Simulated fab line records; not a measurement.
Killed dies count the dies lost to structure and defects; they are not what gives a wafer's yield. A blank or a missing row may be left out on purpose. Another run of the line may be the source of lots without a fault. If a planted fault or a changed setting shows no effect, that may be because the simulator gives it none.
A lot that was struck, set against a sound lot ; flow nand harc ; 13 steps out of a route of 1159
Sound: these wafers, L816.1, L816.2, L816.6. The struck wafers were L808.2, L808.4, L808.5. At the end, the cause is stated.
Each step with rows lists, per side, the tool, then ch with its chambers, then its first start. Under that, the readings that differ: sound wafers ; struck wafers ; difference of the means ; sigmas: that difference in standard deviations of wafers without a fault.
alike: a reading whose means differ by less than 2 such deviations, as well as words and numbers matching on both sides. not compared: withheld readings; readings where some wafer has no value; bounds like >300 that might hide an equal value; numbers whose values overlap and for which the record gives no deviation.
Wherever a step has rows on one side only, a row that says differs or no value, or a row with sigmas, the two part there. Numbers that have no deviation but don't overlap get no sigmas and don't part them. A reading that every wafer of one side lacks parts them only if that side has two wafers or more.

NHARC_A_CHANNEL_FILL_D1_ALD_16: deposits SiO2, target thk 1.5 nm, pulse time 10 s, ald cycles 15.
  sound on ald hk-04 ch 0,2,3, day 12 11:31; struck on ald hk-04 ch 1,2, day 10 04:53
  alike: heater power w, precursor pulse height rel
then, 2 steps without rows for these wafers: NHARC_A_CHANNEL_FILL_D1_ANNEAL_17 (time 1800 s); NHARC_A_CHANNEL_FILL_D1_CVD_18 (deposits poly-Si, target thk 3 nm).
NHARC_A_CHANNEL_FILL_D1_ETCHBACK_19: etches the open film in HBr/Cl2, target depth 5 nm, time 1.7 s.
  sound on rie si-02 ch 1,2, day 12 23:52; struck on rie si-03 ch 0,2,3, day 10 16:38
  alike: bias w, chamber pressure mTorr, drypump motor current A, he backside leak sccm, mfc cl2 sccm, oes product au, throttle valve pct
  not compared: rf hours counter h
NHARC_A_CHANNEL_FILL_D1_ETCHBACK_20: etches the open film in C4F8/O2/Ar, target depth 27 nm, time 13.5 s.
  sound on rie diel-01 ch 2,3, day 12 23:59; struck on rie diel-01 ch 0,1,2, day 10 16:46
  alike: bias w, chamber pressure mTorr, oes product au, rf vpp V
  not compared: rf hours counter h
NHARC_A_CHANNEL_FILL_D1_STRIP_28: strips in O2, time 20 s.
  sound on rie diel-01 ch 0,2, day 13 00:05; struck on rie diel-01 ch 0,3, day 10 16:52
  alike: drypump motor current A, oes product au, rf vpp V, showerhead plenum p Torr, throttle valve pct
  not compared: rf hours counter h
then, 5 steps without rows for these wafers: NHARC_A_CHANNEL_FILL_D1_PRECLEAN_21 (cleans in dHF, time 30 s); NHARC_A_CHANNEL_FILL_D1_SRD_23; NHARC_A_CHANNEL_FILL_D1_CVD_05 (deposits poly-Si, target thk 5 nm); NHARC_A_CHANNEL_FILL_D1_ANNEAL_22 (time 7200 s); NHARC_A_CHANNEL_FILL_D1_ALD_25 (deposits SiOx, target thk 60 nm, pulse time 10 s, ald cycles 600).
NHARC_A_CHANNEL_FILL_D1_ETCHBACK_08: etches the open film in C4F8, target depth 220 nm, time 110 s.
  sound on rie diel-01 ch 0,3, day 13 17:40; struck on rie diel-05 ch 1,2,3, day 11 10:04
  no value came back on the struck wafers for chamber pressure mTorr (mTorr), oes product au (a.u.), rf vpp V (V); on the sound wafers chamber pressure mTorr (mTorr) reads 24.996 24.971 24.972
  not compared: rf hours counter h
NHARC_A_CHANNEL_FILL_D1_STRIP_29: strips in O2, time 20 s.
  sound on rie diel-01 ch 0,3, day 13 17:55; struck on rie diel-05 ch 1,2,3, day 11 10:14
  alike: drypump motor current A, oes product au, rf vpp V, showerhead plenum p Torr, throttle valve pct
  not compared: rf hours counter h

WHERE THEY PART
Only at NHARC_A_CHANNEL_FILL_D1_ETCHBACK_08, as far as this record shows. Later steps at which nothing parts them and some readings are alike: NHARC_A_CHANNEL_FILL_D1_STRIP_29.

WHY: the cause the simulator had injected
Beginning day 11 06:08, the whole step at NHARC_A_CHANNEL_FILL_D1_ETCHBACK_08 was skipped on rie diel-05. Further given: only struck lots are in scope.
